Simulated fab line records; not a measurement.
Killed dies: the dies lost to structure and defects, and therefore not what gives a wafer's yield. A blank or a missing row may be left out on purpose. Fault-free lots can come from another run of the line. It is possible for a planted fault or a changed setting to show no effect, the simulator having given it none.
Which tool is to blame? || flow n5-finfet || 10 lots, 30 wafers sampled, at 4 steps of a route of 1938

== WHAT EACH GAUGE READ, for each wafer ==
N5_BEOL_M4_RC_MEAS_101.
{"lot": "L866", "measured": "day 8 07:15", "on": "prober-02", "IOFF_P_LONG (nA/um)": "0.000103 9.9e-05 9.8e-05"}
{"lot": "L869", "measured": "day 8 12:54", "on": "prober-02", "IOFF_P_LONG (nA/um)": "9.8e-05 0.000106 9.9e-05"}
{"lot": "L870", "measured": "day 9 09:04", "on": "prober-02", "IOFF_P_LONG (nA/um)": "0.000103 0.000102 9.9e-05"}
{"lot": "L872", "measured": "day 9 18:20", "on": "prober-01", "IOFF_P_LONG (nA/um)": "0.000187 0.000174 0.000183"}
{"lot": "L874", "measured": "day 10 12:10", "on": "prober-01", "IOFF_P_LONG (nA/um)": "0.000228 0.00022 0.000224"}
{"lot": "L876", "measured": "day 10 18:57", "on": "prober-01", "IOFF_P_LONG (nA/um)": "9.8e-05 8.9e-05 9.8e-05"}
{"lot": "L878", "measured": "day 11 10:46", "on": "prober-01", "IOFF_P_LONG (nA/um)": "0.000192 0.000187 0.000191"}
{"lot": "L881", "measured": "day 11 19:40", "on": "prober-01", "IOFF_P_LONG (nA/um)": "0.000114 0.000106 0.000105"}
{"lot": "L883", "measured": "day 14 08:28", "on": "prober-01", "IOFF_P_LONG (nA/um)": "0.000111 0.000112 0.000121"}
{"lot": "L888", "measured": "day 13 13:10", "on": "prober-02", "IOFF_P_LONG (nA/um)": "0.000126 0.000127 0.000123"}

== WHICH TOOL RAN EACH LOT (tool, then ch and the chambers of the sampled wafers, then the start) ==
{"lot": "L866", "N5_PMOS_HMC_CHANNEL_EPI_EPI_20": "epi-rpcvd-02 ch 0, day 1 18:26", "N5_BEOL_M4_SPUTTER_79": "pvd-sputter-03, day 8 04:37", "N5_BEOL_M4_SPUTTER_94": "pvd-sputter-03, day 8 05:56"}
{"lot": "L869", "N5_PMOS_HMC_CHANNEL_EPI_EPI_20": "epi-rpcvd-02 ch 0, day 2 11:47", "N5_BEOL_M4_SPUTTER_79": "pvd-sputter-01, day 8 10:16", "N5_BEOL_M4_SPUTTER_94": "pvd-sputter-01, day 8 11:35"}
{"lot": "L870", "N5_PMOS_HMC_CHANNEL_EPI_EPI_20": "epi-rpcvd-02 ch 0, day 2 18:37", "N5_BEOL_M4_SPUTTER_79": "pvd-sputter-01, day 9 06:07", "N5_BEOL_M4_SPUTTER_94": "pvd-sputter-01, day 9 07:26"}
{"lot": "L872", "N5_PMOS_HMC_CHANNEL_EPI_EPI_20": "epi-rpcvd-02 ch 0, day 3 07:30", "N5_BEOL_M4_SPUTTER_79": "pvd-sputter-02, day 9 11:05", "N5_BEOL_M4_SPUTTER_94": "pvd-sputter-02, day 9 16:52"}
{"lot": "L874", "N5_PMOS_HMC_CHANNEL_EPI_EPI_20": "epi-rpcvd-02 ch 0, day 3 18:17", "N5_BEOL_M4_SPUTTER_79": "pvd-sputter-01, day 10 08:23", "N5_BEOL_M4_SPUTTER_94": "pvd-sputter-01, day 10 09:42"}
{"lot": "L876", "N5_PMOS_HMC_CHANNEL_EPI_EPI_20": "epi-rpcvd-03 ch 0, day 4 05:53", "N5_BEOL_M4_SPUTTER_79": "pvd-sputter-03, day 10 16:13", "N5_BEOL_M4_SPUTTER_94": "pvd-sputter-03, day 10 17:32"}
{"lot": "L878", "N5_PMOS_HMC_CHANNEL_EPI_EPI_20": "epi-rpcvd-02 ch 0, day 4 18:06", "N5_BEOL_M4_SPUTTER_79": "pvd-sputter-02, day 11 08:07", "N5_BEOL_M4_SPUTTER_94": "pvd-sputter-02, day 11 09:26"}
{"lot": "L881", "N5_PMOS_HMC_CHANNEL_EPI_EPI_20": "epi-rpcvd-01 ch 0, day 5 12:14", "N5_BEOL_M4_SPUTTER_79": "pvd-sputter-01, day 11 16:29", "N5_BEOL_M4_SPUTTER_94": "pvd-sputter-01, day 11 17:49"}
{"lot": "L883", "N5_PMOS_HMC_CHANNEL_EPI_EPI_20": "epi-rpcvd-01 ch 0, day 6 00:22", "N5_BEOL_M4_SPUTTER_79": "pvd-sputter-01, day 14 05:12", "N5_BEOL_M4_SPUTTER_94": "pvd-sputter-01, day 14 06:31"}
{"lot": "L888", "N5_PMOS_HMC_CHANNEL_EPI_EPI_20": "epi-rpcvd-03 ch 0, day 7 06:44", "N5_BEOL_M4_SPUTTER_79": "pvd-sputter-02, day 13 10:19", "N5_BEOL_M4_SPUTTER_94": "pvd-sputter-02, day 13 11:38"}
- N5_PMOS_HMC_CHANNEL_EPI_EPI_20: deposits SiGe30, target thk 59 nm.
- N5_BEOL_M4_SPUTTER_79: material Cu, target thk 4.5 nm, time 8.29 s.
- N5_BEOL_M4_SPUTTER_94: material Cu, target thk 4.5 nm, time 8.29 s.

== THE ANSWER, worked out from the rows above alone ==
Rule: what is usual is taken from the lots themselves. Put in order of their means at a reading, lots are off if they are a third of the lots or fewer, leave a main group of 4 or more, and stand apart from it by a gap of 3 or more times the standard deviation of the main group's means; of several such gaps the widest counts. A main group whose means are all the same, to the digits that the tables above print for the reading, isn't used. Also off: a lot with no number at a reading for which 4 or more lots have one. Where the step has rows for the other lots, those lots are counted as sound.
Off: L872, L874, L878, at N5_BEOL_M4_RC_MEAS_101 (IOFF_P_LONG). The main group has a mean of 0.000107 nA/um with a standard deviation of 9.7e-06.
A tool fits if, at a process step before that reading, it ran every lot that is off, and no sound lot after the first of them. Those tools and the gauges at N5_BEOL_M4_RC_MEAS_101 are tried in the same way. One candidate fits, namely epi-rpcvd-02 at N5_PMOS_HMC_CHANNEL_EPI_EPI_20. A fault onset in the window from L870 (day 2 18:37, its last sound lot) to L872 (day 3 07:30, its first lot off) fits.

== WHAT THE SIMULATOR PUT IN ==
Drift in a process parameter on epi-rpcvd-02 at N5_PMOS_HMC_CHANNEL_EPI_EPI_20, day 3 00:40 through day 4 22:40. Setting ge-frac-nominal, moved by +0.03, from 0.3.
Lots struck among those shown: L872, L874, L878. The rule given above showed the same thing.
